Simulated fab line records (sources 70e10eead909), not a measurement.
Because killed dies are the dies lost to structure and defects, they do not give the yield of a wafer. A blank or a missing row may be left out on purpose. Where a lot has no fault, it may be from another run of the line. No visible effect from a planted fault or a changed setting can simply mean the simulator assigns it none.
Chamber matching | flow nand_harc | NHARC_A_M1_DEP_33 on pecvd-02: 3 sister chambers
The step deposits SiCN, target thk 30 nm. 3 wafers are shown with their chamber, then 9 later ones without.

== EACH WAFER AND ITS CHAMBER ==
wafer  | chamber | heater_power_w (W)
L089.2 | 2       | 444
L091.3 | 0       | 544
L091.6 | 1       | 591

== WAFERS WITHOUT THEIR CHAMBER ==
wafer  | heater_power_w (W)
L093.1 | 605
L093.2 | 569
L093.5 | 609
L096.2 | 598
L096.3 | 660
L096.6 | 599
L097.2 | 651
L097.4 | 648
L097.6 | 453

== CHAMBER TAKEN BY EACH ==
wafer  | from the rows above     | in truth
L093.1 | can't be placed: 1 or 0 | 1
L093.2 | can't be placed: 1 or 0 | 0
L093.5 | can't be placed: 1 or 0 | 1
L096.2 | can't be placed: 1 or 0 | 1
L096.3 | can't be placed: 1 or 0 | 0
L096.6 | can't be placed: 1 or 0 | 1
L097.2 | can't be placed: 1 or 0 | 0
L097.4 | can't be placed: 1 or 0 | 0
L097.6 | 2                       | 2
Placed correctly: 1 of 9. Can't be placed from these rows: 8 (the true chamber is among the candidates in 8). Wrongly placed: 0.
How it was worked out, from the rows above alone: a wafer's distance from a chamber is the root of the sum, over the readings, of the square of ((its reading less the chamber's mean) divided by the reading's scatter). The wafer belongs to the nearest chamber; if the next one is less than 2 further off, it can't be placed. The mean given for a chamber averages the wafers shown for that chamber. The scatter: with one shown wafer a chamber, the root of the mean of the squares of how far each hidden wafer lies from its nearest shown one.
